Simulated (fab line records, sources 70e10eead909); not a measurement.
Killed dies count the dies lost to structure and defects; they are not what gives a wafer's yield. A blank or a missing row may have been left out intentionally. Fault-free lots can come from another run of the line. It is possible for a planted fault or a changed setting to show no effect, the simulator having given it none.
Matching of chambers -- flow nand harc -- rie diel-08 running NHARC_P_M2_DESCUM_14: 4 sister chambers
The step chemistry O2, time 3 s. 20 wafers are shown with their chamber, then 10 later ones without.

## WAFERS, EACH WITH ITS CHAMBER
wafer,chamber,oes product au (a.u.),throttle valve pct (%),rf vpp V (V)
L077.1,2,0.994,11.301,58.5
L077.3,0,1.017,11.306,58.3
L077.5,1,1.001,11.318,57.2
L078.2,2,1.005,11.290,57.8
L078.3,0,1.015,11.312,58.4
L078.4,3,1.004,11.307,58.7
L079.1,0,1.017,11.311,57.1
L079.4,3,1.008,11.307,58.0
L079.5,0,1.016,11.312,58.3
L080.3,2,0.996,11.315,57.5
L080.4,0,0.999,11.302,58.6
L080.5,1,0.987,11.326,59.3
L082.1,0,0.996,11.319,57.3
L082.2,2,0.993,11.302,57.2
L082.6,2,0.997,11.326,58.1
L085.1,3,0.991,11.311,58.3
L085.2,0,0.988,11.315,57.3
L085.5,3,0.988,11.330,57.5
L088.2,0,0.995,11.304,57.5
L088.4,1,1.005,11.301,57.4

SIGNATURES (means of the wafers above)
reading,chamber 0,chamber 1,chamber 2,chamber 3,scatter within a chamber
oes product au,1.00537,0.99767,0.99700,0.99775,0.0099
throttle valve pct,11.31012,11.31500,11.30680,11.31375,0.0103
rf vpp V,57.850,57.967,57.820,58.125,0.663
Rule: distance of a wafer from a chamber = root of the sum over the readings of ((wafer's reading minus chamber's mean) / reading's scatter) squared. If the next closest chamber is less than 2 further off than the closest, the wafer can't be placed; otherwise it belongs to the closest. The scatter: take each reading less its chamber's mean, square it, sum over the shown wafers, divide by the number of wafers less the number of chambers, and take the root.

## WAFERS WITHOUT THEIR CHAMBER
wafer,oes product au (a.u.),throttle valve pct (%),rf vpp V (V)
L088.5,1.001,11.304,56.5
L092.1,0.991,11.311,58.4
L092.3,0.999,11.303,57.8
L092.6,1.002,11.319,57.8
L095.1,0.998,11.301,59.1
L095.3,0.996,11.325,58.6
L095.5,1.000,11.308,57.8
L097.1,0.995,11.308,57.2
L097.4,0.997,11.326,57.3
L097.5,0.995,11.312,57.6

## WHICH CHAMBER EACH WENT THROUGH
wafer,from the rows above,in truth
L088.5,can't be placed: 2 or 0 or 1 or 3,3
L092.1,can't be placed: 3 or 1 or 2 or 0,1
L092.3,can't be placed: 2 or 0 or 3 or 1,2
L092.6,can't be placed: 1 or 3 or 0 or 2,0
L095.1,can't be placed: 3 or 2 or 1 or 0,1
L095.3,can't be placed: 3 or 1 or 0 or 2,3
L095.5,can't be placed: 2 or 0 or 1 or 3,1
L097.1,can't be placed: 2 or 1 or 0 or 3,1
L097.4,can't be placed: 1 or 3 or 0 or 2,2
L097.5,can't be placed: 2 or 1 or 3 or 0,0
Correct placement for 0 of the 10. Unplaceable from these rows: 10, with the true chamber sitting among the candidates in 10. Number placed wrongly: 0.
